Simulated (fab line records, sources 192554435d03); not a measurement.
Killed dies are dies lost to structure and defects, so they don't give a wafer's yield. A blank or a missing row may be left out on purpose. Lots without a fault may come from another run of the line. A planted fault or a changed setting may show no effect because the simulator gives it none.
Which tool did it? | flow n5_finfet | 12 lots, 35 wafers sampled, at 2 steps of a route of 1938

WHAT THE GAUGES READ, wafer by wafer
N5_PASSIVATION_CD_MEAS_10: target cd 3000 nm.
lot  | measured     | on        | cd_nm (nm)
L196 | day 12 01:10 | cd_sem-03 | 3000.1 2996.5
L197 | day 12 04:53 | cd_sem-02 | 3003.0 3002.5 2997.7
L200 | day 12 18:08 | cd_sem-01 | 2998.4 3004.1 2997.5
L202 | day 13 21:08 | cd_sem-01 | 2995.0 2994.5 2998.3
L203 | day 13 18:10 | cd_sem-02 | 2993.6 2994.3 2999.0
L204 | day 14 01:45 | cd_sem-03 | 2993.1 2997.6 2999.6
L205 | day 14 21:04 | cd_sem-02 | 3004.1 3001.9 2998.6
L206 | day 14 21:13 | cd_sem-01 | 2996.3 2998.3 2998.9
L208 | day 14 18:37 | cd_sem-02 | 2999.6 2999.9 2998.4
L209 | day 15 12:35 | cd_sem-02 | 3003.0 3003.0 3004.8
L212 | day 16 05:46 | cd_sem-01 | 2999.7 3001.4 3000.0
L211 | day 16 18:47 | cd_sem-02 | 2998.4 2998.0 2994.8

WHICH TOOL RAN EACH LOT (tool, then ch and the chambers of the sampled wafers, then the start)
lot  | N5_MOL_CONTACT_COAG_ALD_133
L196 | ald_sin-04 ch 0,3, day 5 13:47
L197 | ald_sin-03 ch 1,2,3, day 5 16:04
L200 | ald_sin-03 ch 0,2,3, day 6 04:20
L202 | ald_sin-03 ch 1,2,3, day 6 16:57
L203 | ald_sin-04 ch 1,2,3, day 6 22:41
L204 | ald_sin-04 ch 1,3, day 7 02:28
L205 | ald_sin-03 ch 0,1, day 7 12:10
L206 | ald_sin-04 ch 0,1,2, day 7 17:11
L208 | ald_sin-04 ch 2,3, day 8 03:46
L209 | ald_sin-04 ch 1,2, day 8 09:22
L212 | ald_sin-04 ch 0,1,2, day 9 03:44
L211 | ald_sin-04 ch 2,3, day 9 03:53
- N5_MOL_CONTACT_COAG_ALD_133: deposits SiO2, target thk 5 nm, pulse time 1 s, co reactant pulse time 1 s.

WHAT THE TOOLS THEMSELVES READ (means of the sampled wafers that have a number; where no wafer has one, the mark that the record gives instead)
N5_MOL_CONTACT_COAG_ALD_133.
lot  | tool       | heater_power_w (W) | precursor_pulse_height_rel
L196 | ald_sin-04 | 78                 | 0.978
L197 | ald_sin-03 | 74                 | 1.005
L200 | ald_sin-03 | 82                 | 0.987
L202 | ald_sin-03 | 73                 | 1.007
L203 | ald_sin-04 | 81                 | 1.000
L204 | ald_sin-04 | 82                 | 1.007
L205 | ald_sin-03 | 80                 | 1.000
L206 | ald_sin-04 | 76                 | 1.007
L208 | ald_sin-04 | 81                 | 1.007
L209 | ald_sin-04 | 79                 | 0.991
L212 | ald_sin-04 | 76                 | 0.996
L211 | ald_sin-04 | 84                 | 1.020

THE ANSWER, worked out from the rows above alone
Rule: what is usual is taken from the lots themselves. Put in order of their means at a reading, lots are off if they are a third of the lots or fewer, leave a main group of 4 or more, and stand apart from it by a gap of 3 or more times the standard deviation of the main group's means; of several such gaps the widest counts. A main group whose means are all the same, to the digits that the tables above print for the reading, isn't used. A lot without any number at a reading at which 4 lots or more have one is off too. The other lots that the step has rows for count as sound. The gauges are gone through in route order, then the tools' own readings, and for those a lot's mean is taken as printed above. The first step at which some lot is off is used, and at that step the reading that is off furthest; a lot without a number counts as furthest.
No lot is off at any reading shown: from this, nothing can be told.

WHAT THE SIMULATOR HAD PUT IN
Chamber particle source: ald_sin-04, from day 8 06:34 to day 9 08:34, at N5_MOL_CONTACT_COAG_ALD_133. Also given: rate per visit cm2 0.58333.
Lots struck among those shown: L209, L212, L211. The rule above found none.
